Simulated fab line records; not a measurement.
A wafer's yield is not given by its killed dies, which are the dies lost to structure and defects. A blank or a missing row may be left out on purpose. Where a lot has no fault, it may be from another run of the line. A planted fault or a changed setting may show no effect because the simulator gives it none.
fab line records + flow nand_harc
record
- lots=15
- wafers=45
- last_day=23
route steps=1159 shown A_SGD_CUT@770 THIN_TSV@1121 END@1159
lots that met no fault: taken from a fault-free run of the same line
start_h: the number of hours between the record's first day and the start of the first shown wafer of the lot + wait_h: how many hours have passed since the lot's step before this one + " the same as in the row above + L1.1+2: several wafers, shown together as one row + - no value present, or no start provided + * or withheld: withheld + < > ~ a bound
route shown NAME@n: a module of which the file shows steps, and the number in the route of the first + usual: mean/standard deviation taken from wafers without a fault + same: alike in all rows + chamber/n: place in a boat + sites: each site's reading + _std_site: the values' standard deviation + _edge_site: mean of outer sites minus mean of inner sites + radius_mm: how far each site lies from the wafer's centre + mask NAME#n: copy n + behind: tool/chamber where the wafer was last shaped + hold: why the lot was held/for how many hours/how that ended + device: which transistor (n, p or np) failed to switch + end of line: the tests these same wafers got at the end of their route + a step given without rows: its recipe and nothing more + killed: count of dies lost to structure and defects at first sort (not the wafer's yield) + map: a wafer's dies, marking killed ones x, the rest . and places with no die _
set.NAME: setting as actually run; set.NAME@STEP: the setting as run at that earlier step + model.NAME: the simulator's own value behind a step, which no gauge read
the route's steps for a sample of lots (tables are steps, rows are wafers)
services: the hour from which a tool's chamber was out of use, counted from the record's first day as start_h (under 0 if before that day), plus the number of hours and why
## steps
# step NHARC_A_SGD_CUT_DEP_20
# recipe
- target_thk_a=1500
- temp_c=65
- material=SiO2
# usual
- susceptor_temp_C=64.96/0.11
| lot.wafer | tool    | chamber | start_h | wait_h | susceptor_temp_C |
|-----------|---------|---------|---------|--------|------------------|
| L371.1    | fcvd-01 | 0       | 328.83  | -      | -                |
| L371.4    | "       | 1       | "       | "      | -                |
| L371.3    | "       | 0       | "       | "      | -                |
| L372.2    | fcvd-01 | 0       | 329.35  | -      | 64.81            |
| L372.6    | "       | 0       | "       | "      | 64.97            |
| L372.5    | "       | 1       | "       | "      | 65.08            |
| L374.1    | fcvd-02 | 1       | 330.58  | -      | 65.01            |
| L374.6    | "       | 1       | "       | "      | 64.96            |
| L374.5    | "       | 0       | "       | "      | 64.92            |
| L375.1    | fcvd-01 | 0       | 331.00  | -      | -                |
| L375.4    | "       | 0       | "       | "      | -                |
| L375.5    | "       | 0       | "       | "      | -                |
| L373.2    | fcvd-02 | 0       | 331.15  | -      | -                |
| L373.1    | "       | 1       | "       | "      | -                |
| L373.5    | "       | 1       | "       | "      | -                |
| L376.1    | fcvd-02 | 1       | 339.17  | -      | -                |
| L376.3    | "       | 1       | "       | "      | -                |
| L376.5    | "       | 0       | "       | "      | -                |
| L377.4    | fcvd-01 | 1       | 339.53  | -      | -                |
| L377.6    | "       | 0       | "       | "      | -                |
| L377.5    | "       | 1       | "       | "      | -                |
| L379.2    | fcvd-02 | 1       | 362.93  | -      | 65.02            |
| L379.5    | "       | 0       | "       | "      | 64.89            |
| L379.6    | "       | 1       | "       | "      | 65.01            |
| L382.2    | fcvd-01 | 1       | 363.78  | -      | 64.82            |
| L382.3    | "       | 1       | "       | "      | 64.69            |
| L382.6    | "       | 1       | "       | "      | 64.79            |
| L380.1    | fcvd-02 | 0       | 364.16  | -      | 64.99            |
| L380.4    | "       | 1       | "       | "      | 64.94            |
| L380.5    | "       | 1       | "       | "      | 64.85            |
| L381.1    | fcvd-01 | 1       | 375.65  | -      | -                |
| L381.3    | "       | 0       | "       | "      | -                |
| L381.6    | "       | 1       | "       | "      | -                |
| L383.2    | fcvd-01 | 0       | 385.91  | -      | 65.04            |
| L383.4    | "       | 1       | "       | "      | 65.02            |
| L383.3    | "       | 0       | "       | "      | 64.95            |
| L384.2    | fcvd-01 | 1       | 386.13  | -      | 65.03            |
| L384.4    | "       | 1       | "       | "      | 65.02            |
| L384.5    | "       | 1       | "       | "      | 64.81            |
| L386.1    | fcvd-01 | 1       | 407.55  | -      | -                |
| L386.4    | "       | 0       | "       | "      | -                |
| L386.6    | "       | 1       | "       | "      | -                |
| L388.4    | fcvd-02 | 0       | 424.49  | -      | 64.97            |
| L388.6    | "       | 0       | "       | "      | 64.94            |
| L388.5    | "       | 1       | "       | "      | 64.93            |
# step NHARC_THIN_TSV_CD_MEAS_16
# usual
- cd_nm=1000.6/1.9
| lot.wafer | tool      | chamber | start_h | wait_h | cd_nm  |
|-----------|-----------|---------|---------|--------|--------|
| L374.1    | cd_sem-02 | -       | 431.88  | 0.1    | 1001.3 |
| L374.5    | "         | -       | "       | "      | 998.1  |
| L374.6    | "         | -       | "       | "      | 1002.3 |
| L373.1    | cd_sem-02 | -       | 437.54  | 0.1    | 1002.7 |
| L373.2    | "         | -       | "       | "      | 1004.3 |
| L373.5    | "         | -       | "       | "      | 1000.6 |
| L372.2    | cd_sem-02 | -       | 439.84  | 0.1    | 996.4  |
| L372.5    | "         | -       | "       | "      | 998.2  |
| L372.6    | "         | -       | "       | "      | 997.8  |
| L371.1    | cd_sem-02 | -       | 441.06  | 0.1    | 1000.6 |
| L371.3    | "         | -       | "       | "      | 999.3  |
| L371.4    | "         | -       | "       | "      | 1000.1 |
| L375.1    | cd_sem-03 | -       | 443.89  | 0.1    | 999.6  |
| L375.4    | "         | -       | "       | "      | 999.5  |
| L375.5    | "         | -       | "       | "      | 1000.8 |
| L376.1    | cd_sem-01 | -       | 450.52  | 0.1    | 1001.5 |
| L376.3    | "         | -       | "       | "      | 1001.8 |
| L376.5    | "         | -       | "       | "      | 1003.3 |
| L377.4    | cd_sem-01 | -       | 459.50  | 0.1    | 999.5  |
| L377.5    | "         | -       | "       | "      | 1001.3 |
| L377.6    | "         | -       | "       | "      | 1001.4 |
| L380.1    | cd_sem-01 | -       | 484.15  | 0.1    | 1002.7 |
| L380.4    | "         | -       | "       | "      | 1001.0 |
| L380.5    | "         | -       | "       | "      | 1002.8 |
| L379.2    | cd_sem-01 | -       | 488.19  | 0.1    | 1001.5 |
| L379.5    | "         | -       | "       | "      | 999.2  |
| L379.6    | "         | -       | "       | "      | 998.4  |
| L382.2    | cd_sem-03 | -       | 489.83  | 0.1    | 1001.2 |
| L382.3    | "         | -       | "       | "      | 1001.1 |
| L382.6    | "         | -       | "       | "      | 1002.0 |
| L381.1    | cd_sem-03 | -       | 498.38  | 0.1    | 1000.5 |
| L381.3    | "         | -       | "       | "      | 1003.2 |
| L381.6    | "         | -       | "       | "      | 1001.3 |
| L383.2    | cd_sem-02 | -       | 499.23  | 0.1    | 1000.5 |
| L383.3    | "         | -       | "       | "      | 999.2  |
| L383.4    | "         | -       | "       | "      | 999.6  |
| L384.2    | cd_sem-02 | -       | 507.91  | 0.1    | 999.3  |
| L384.4    | "         | -       | "       | "      | 1002.3 |
| L384.5    | "         | -       | "       | "      | 998.3  |
| L386.1    | cd_sem-03 | -       | 529.75  | 0.1    | 1001.3 |
| L386.4    | "         | -       | "       | "      | 1002.0 |
| L386.6    | "         | -       | "       | "      | 1002.6 |
| L388.4    | cd_sem-03 | -       | 532.15  | 0.1    | 1002.9 |
| L388.5    | "         | -       | "       | "      | 1003.9 |
| L388.6    | "         | -       | "       | "      | 1002.6 |
# step NHARC_THIN_TSV_PRE_CLEAN_50
# recipe
- time_s=30
- temp_c=280
- gas=H2/He
# usual
- heater_power_w=403/41
- susceptor_temp_C=280.01/0.19
| lot.wafer | tool           | chamber | start_h | wait_h | heater_power_w | susceptor_temp_C |
|-----------|----------------|---------|---------|--------|----------------|------------------|
| L374.1    | pvd_sputter-02 | -       | -       | -      | 472            | 280.21           |
| L374.6    | "              | -       | "       | "      | 392            | 280.26           |
| L374.5    | "              | -       | "       | "      | 476            | 280.08           |
| L373.2    | pvd_sputter-01 | -       | -       | -      | 405            | 280.03           |
| L373.1    | "              | -       | "       | "      | 476            | 280.52           |
| L373.5    | "              | -       | "       | "      | 337            | 279.84           |
| L372.2    | pvd_sputter-03 | -       | -       | -      | 346            | 279.99           |
| L372.6    | "              | -       | "       | "      | 397            | 279.78           |
| L372.5    | "              | -       | "       | "      | 395            | 280.14           |
| L371.4    | pvd_sputter-02 | -       | -       | -      | 402            | 280.01           |
| L371.3    | "              | -       | "       | "      | 470            | 280.00           |
| L371.1    | "              | -       | "       | "      | 438            | 280.08           |
| L375.1    | pvd_sputter-03 | -       | -       | -      | 352            | 279.96           |
| L375.4    | "              | -       | "       | "      | 386            | 279.90           |
| L375.5    | "              | -       | "       | "      | 360            | 279.72           |
| L376.3    | pvd_sputter-02 | -       | -       | -      | 400            | 280.31           |
| L376.1    | "              | -       | "       | "      | 433            | 279.83           |
| L376.5    | "              | -       | "       | "      | 396            | 279.85           |
| L377.4    | pvd_sputter-01 | -       | -       | -      | 404            | 279.92           |
| L377.6    | "              | -       | "       | "      | 340            | 280.28           |
| L377.5    | "              | -       | "       | "      | 404            | 279.68           |
| L380.1    | pvd_sputter-01 | -       | -       | -      | 403            | 280.00           |
| L380.4    | "              | -       | "       | "      | 462            | 280.20           |
| L380.5    | "              | -       | "       | "      | 409            | 279.54           |
| L379.2    | pvd_sputter-02 | -       | -       | -      | 398            | 279.65           |
| L379.6    | "              | -       | "       | "      | 398            | 279.97           |
| L379.5    | "              | -       | "       | "      | 389            | 279.72           |
| L382.3    | pvd_sputter-01 | -       | -       | -      | 398            | 280.25           |
| L382.2    | "              | -       | "       | "      | 383            | 280.14           |
| L382.6    | "              | -       | "       | "      | 397            | 280.39           |
| L381.1    | pvd_sputter-01 | -       | -       | -      | 408            | 280.10           |
| L381.3    | "              | -       | "       | "      | 470            | 280.10           |
| L381.6    | "              | -       | "       | "      | 339            | 280.20           |
| L383.2    | pvd_sputter-01 | -       | -       | -      | 405            | 280.21           |
| L383.4    | "              | -       | "       | "      | 382            | 280.07           |
| L383.3    | "              | -       | "       | "      | 333            | 280.03           |
| L384.2    | pvd_sputter-03 | -       | -       | -      | 355            | 279.81           |
| L384.4    | "              | -       | "       | "      | 415            | 279.86           |
| L384.5    | "              | -       | "       | "      | 370            | 280.18           |
| L386.1    | pvd_sputter-01 | -       | -       | -      | 468            | 280.36           |
| L386.4    | "              | -       | "       | "      | 377            | 279.93           |
| L386.6    | "              | -       | "       | "      | 409            | 279.96           |
| L388.4    | pvd_sputter-01 | -       | -       | -      | 366            | 280.23           |
| L388.5    | "              | -       | "       | "      | 408            | 280.25           |
| L388.6    | "              | -       | "       | "      | 464            | 280.16           |
# step NHARC_THIN_TSV_PVD_19
# recipe
- target_thk_a=200
- chamber_pressure_pa=5
- material=TaN
# usual
- throttle_valve_pct=30.2/0.85
| lot.wafer | tool           | chamber | start_h | wait_h | throttle_valve_pct |
|-----------|----------------|---------|---------|--------|--------------------|
| L374.1    | pvd_sputter-02 | -       | -       | -      | 31.2               |
| L374.6    | "              | -       | "       | "      | 29.9               |
| L374.5    | "              | -       | "       | "      | 30.7               |
| L373.2    | pvd_sputter-01 | -       | -       | -      | 29.0               |
| L373.1    | "              | -       | "       | "      | 30.1               |
| L373.5    | "              | -       | "       | "      | 29.1               |
| L372.2    | pvd_sputter-03 | -       | -       | -      | 29.9               |
| L372.5    | "              | -       | "       | "      | 30.9               |
| L372.6    | "              | -       | "       | "      | 30.0               |
| L371.4    | pvd_sputter-02 | -       | -       | -      | 29.5               |
| L371.1    | "              | -       | "       | "      | 31.0               |
| L371.3    | "              | -       | "       | "      | 30.2               |
| L375.1    | pvd_sputter-03 | -       | -       | -      | 29.5               |
| L375.4    | "              | -       | "       | "      | 30.4               |
| L375.5    | "              | -       | "       | "      | 30.6               |
| L376.3    | pvd_sputter-02 | -       | -       | -      | 31.0               |
| L376.1    | "              | -       | "       | "      | 29.7               |
| L376.5    | "              | -       | "       | "      | 30.5               |
| L377.4    | pvd_sputter-01 | -       | -       | -      | 30.9               |
| L377.5    | "              | -       | "       | "      | 30.8               |
| L377.6    | "              | -       | "       | "      | 29.1               |
| L380.1    | pvd_sputter-01 | -       | -       | -      | 30.8               |
| L380.4    | "              | -       | "       | "      | 30.7               |
| L380.5    | "              | -       | "       | "      | 30.9               |
| L379.2    | pvd_sputter-02 | -       | -       | -      | 30.1               |
| L379.5    | "              | -       | "       | "      | 31.1               |
| L379.6    | "              | -       | "       | "      | 30.6               |
| L382.3    | pvd_sputter-01 | -       | -       | -      | 30.1               |
| L382.2    | "              | -       | "       | "      | 30.7               |
| L382.6    | "              | -       | "       | "      | 30.7               |
| L381.1    | pvd_sputter-01 | -       | -       | -      | 30.1               |
| L381.3    | "              | -       | "       | "      | 31.1               |
| L381.6    | "              | -       | "       | "      | 30.6               |
| L383.4    | pvd_sputter-01 | -       | -       | -      | 28.9               |
| L383.2    | "              | -       | "       | "      | 30.6               |
| L383.3    | "              | -       | "       | "      | 29.9               |
| L384.4    | pvd_sputter-03 | -       | -       | -      | 28.4               |
| L384.2    | "              | -       | "       | "      | 29.5               |
| L384.5    | "              | -       | "       | "      | 29.5               |
| L386.4    | pvd_sputter-01 | -       | -       | -      | 31.4               |
| L386.1    | "              | -       | "       | "      | 30.0               |
| L386.6    | "              | -       | "       | "      | 29.2               |
| L388.4    | pvd_sputter-01 | -       | -       | -      | 30.0               |
| L388.6    | "              | -       | "       | "      | 29.1               |
| L388.5    | "              | -       | "       | "      | 31.7               |
# step NHARC_END_SORT_01
# recipe
- temp_c=25
# usual
- killed_at_array=29/11
- killed_at_other=0.5/0.8
- killed_at_periphery=3.5/2.8
- killed_dies=33/12
- killed_open=3.1/1.8
- killed_short=1.8/1.4
# same
- gross_dies=677
| lot.wafer | tool      | chamber | start_h | wait_h | killed_at_array | killed_at_other | killed_at_periphery | killed_dies | killed_open | killed_short |
|-----------|-----------|---------|---------|--------|-----------------|-----------------|---------------------|-------------|-------------|--------------|
| L383.2    | prober-02 | 0       | 513.15  | 2.8    | 74              | 1               | 4                   | 79          | 6           | 3            |
| L383.3    | prober-02 | 0       | 513.95  | 3.1    | 80              | 0               | 0                   | 80          | 3           | 1            |
| L383.4    | prober-02 | 0       | 514.75  | 3.4    | 107             | 0               | 0                   | 107         | 3           | 2            |
| L384.2    | prober-02 | 0       | 521.39  | 2.8    | 99              | 0               | 2                   | 101         | 1           | 0            |
| L384.4    | prober-02 | 0       | 523.01  | 3.4    | 118             | 0               | 4                   | 122         | 2           | 6            |
| L384.5    | prober-02 | 0       | 523.82  | 3.7    | 114             | 0               | 1                   | 115         | 2           | 2            |
| L386.1    | prober-02 | 0       | 550.42  | 2.5    | 101             | 0               | 1                   | 102         | 2           | 0            |
| L386.4    | prober-02 | 0       | 552.82  | 3.4    | 84              | 0               | 1                   | 85          | 2           | 0            |
| L386.6    | prober-02 | 0       | 554.42  | 4.0    | 107             | 0               | 2                   | 109         | 3           | 1            |
# killed by level:class
L383.2 A_SGD_CUT:unspecified=49 A_SLIT:chamber_film_flake=16 P_GATE:geometric_particle:short=2 A_CHANNEL_HOLE_D1:chamber_film_flake=2 P_M0:geometric_particle:open=1 A_ONON_D1:geometric_particle:open=1 A_CHANNEL_FILL_D1:geometric_particle:open=1 A_CONTACT:geometric_particle:short=1
L383.3 A_SGD_CUT:unspecified=48 A_SLIT:chamber_film_flake=16 A_CHANNEL_HOLE_D1:chamber_film_flake=6 A_CONTACT:chamber_film_flake=3 A_STAIRCASE:chamber_film_flake=2 A_CHANNEL_HOLE_D1:geometric_particle:short=1 A_CHANNEL_HOLE_D1:geometric_particle:open=1 A_CONTACT:geometric_particle:open=1
L383.4 A_SGD_CUT:unspecified=72 A_SLIT:chamber_film_flake=18 A_CHANNEL_HOLE_D1:chamber_film_flake=6 A_STAIRCASE:chamber_film_flake=2 A_CONTACT:chamber_film_flake=2 A_CHANNEL_HOLE_D1:geometric_particle:short=1 A_WL_FILL:geometric_particle:open=1 A_CONTACT:geometric_particle:short=1
L384.2 A_SGD_CUT:unspecified=66 A_SLIT:chamber_film_flake=16 A_CHANNEL_HOLE_D1:chamber_film_flake=13 A_M0:geometric_particle:open=1 P_GATE:chamber_film_flake=1 P_CONTACT:chamber_film_flake=1 A_ZERO_WELL:chamber_film_flake=1 A_STAIRCASE:chamber_film_flake=1
L384.4 A_SGD_CUT:unspecified=70 A_SLIT:chamber_film_flake=20 A_CHANNEL_HOLE_D1:chamber_film_flake=17 A_ONON_D1:geometric_particle:short=3 A_CONTACT:geometric_particle:open=2 A_WL_FILL:chamber_film_flake=2 A_CONTACT:chamber_film_flake=2 P_GATE:geometric_particle:short=1
L384.5 A_SGD_CUT:unspecified=70 A_CHANNEL_HOLE_D1:chamber_film_flake=16 A_SLIT:chamber_film_flake=16 A_STAIRCASE:chamber_film_flake=6 A_CHANNEL_HOLE_D1:geometric_particle:short=1 A_CHANNEL_FILL_D1:geometric_particle:short=1 A_CONTACT:geometric_particle:open=1 A_BLC:geometric_particle:open=1
L386.1 A_SGD_CUT:unspecified=69 A_SLIT:chamber_film_flake=17 A_CHANNEL_HOLE_D1:chamber_film_flake=6 A_STAIRCASE:chamber_film_flake=4 A_CHANNEL_FILL_D1:chamber_film_flake=2 A_SGD_CUT:geometric_particle:open=1 A_WL_FILL:geometric_particle:open=1 P_ZERO_WELL:chamber_film_flake=1
L386.4 A_SGD_CUT:unspecified=51 A_SLIT:chamber_film_flake=19 A_STAIRCASE:chamber_film_flake=5 A_ZERO_WELL:chamber_film_flake=3 A_CHANNEL_HOLE_D1:chamber_film_flake=2 A_CONTACT:chamber_film_flake=2 P_M0:geometric_particle:open=1 A_CHANNEL_FILL_D1:geometric_particle:open=1
L386.6 A_SGD_CUT:unspecified=68 A_SLIT:chamber_film_flake=19 A_CHANNEL_HOLE_D1:chamber_film_flake=9 A_CONTACT:chamber_film_flake=5 P_ZERO_WELL:chamber_film_flake=2 A_SOURCE_PLATE:geometric_particle:open=1 A_ONON_D1:geometric_particle:open=1 A_CONTACT:geometric_particle:short=1
## services
| tool           | chamber | start_h | hours | kind       |
|----------------|---------|---------|-------|------------|
| fcvd-01        | 0       | 305.00  | -     | clean      |
| fcvd-01        | 1       | 305.00  | -     | clean      |
| fcvd-01        | -       | 312.68  | 0.8   | repair     |
| pvd_sputter-01 | -       | 336.00  | 10.0  | pm         |
| fcvd-02        | -       | 376.00  | 13.0  | pm         |
| fcvd-02        | 0       | 376.00  | 13.0  | vent_cycle |
| fcvd-02        | 1       | 376.00  | 13.0  | vent_cycle |
| fcvd-02        | 0       | 389.00  | -     | clean      |
| fcvd-02        | 1       | 389.00  | -     | clean      |
| pvd_sputter-02 | -       | 392.00  | 10.0  | pm         |
| fcvd-01        | -       | 403.08  | 0.9   | repair     |
| pvd_sputter-01 | -       | 428.03  | 5.5   | repair     |
| pvd_sputter-03 | -       | 458.09  | 10.0  | pm         |
| fcvd-01        | -       | 473.00  | 13.0  | pm         |
| fcvd-01        | 0       | 473.00  | 13.0  | vent_cycle |
| fcvd-01        | 1       | 473.00  | 13.0  | vent_cycle |
| fcvd-01        | 0       | 486.00  | -     | clean      |
| fcvd-01        | 1       | 486.00  | -     | clean      |
| pvd_sputter-01 | -       | 514.00  | 10.0  | pm         |
## key
first_sign
- step=NHARC_END_SORT_01
- reading=killed_at_array
- direction=up
- sigmas=6.1
- usual=29
- struck=98
effect
- step=NHARC_END_SORT_01
- reading=killed_dies
- direction=up
- sigmas=5.6
- usual=33
- struck=100
more_kills_born_at
- NHARC_A_SGD_CUT_DEP_20@fcvd-01=563
met_at NHARC_A_SGD_CUT_DEP_20
struck_lots L383,L384,L386
tester_left_out L383,L384,L386
not_acting_at NHARC_THIN_TSV_CD_MEAS_16,NHARC_THIN_TSV_PRE_CLEAN_50,NHARC_THIN_TSV_PVD_19
onset_between 375.65 385.91
fault
- kind=chamber_particle_source
- tool=fcvd-01
- chamber=-
- onset_h=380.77
- steps=NHARC_A_SGD_CUT_DEP_20
- rate_per_visit_cm2=1.5458
- end_h=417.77
# tester_left_out: of these lots the tester's yield and bins aren't shown, on N5 and GAA mostly nor the transistor test; their killed dies are dies lost to structure and defects alone, not to doping, threshold or leakage, so they don't give the yield
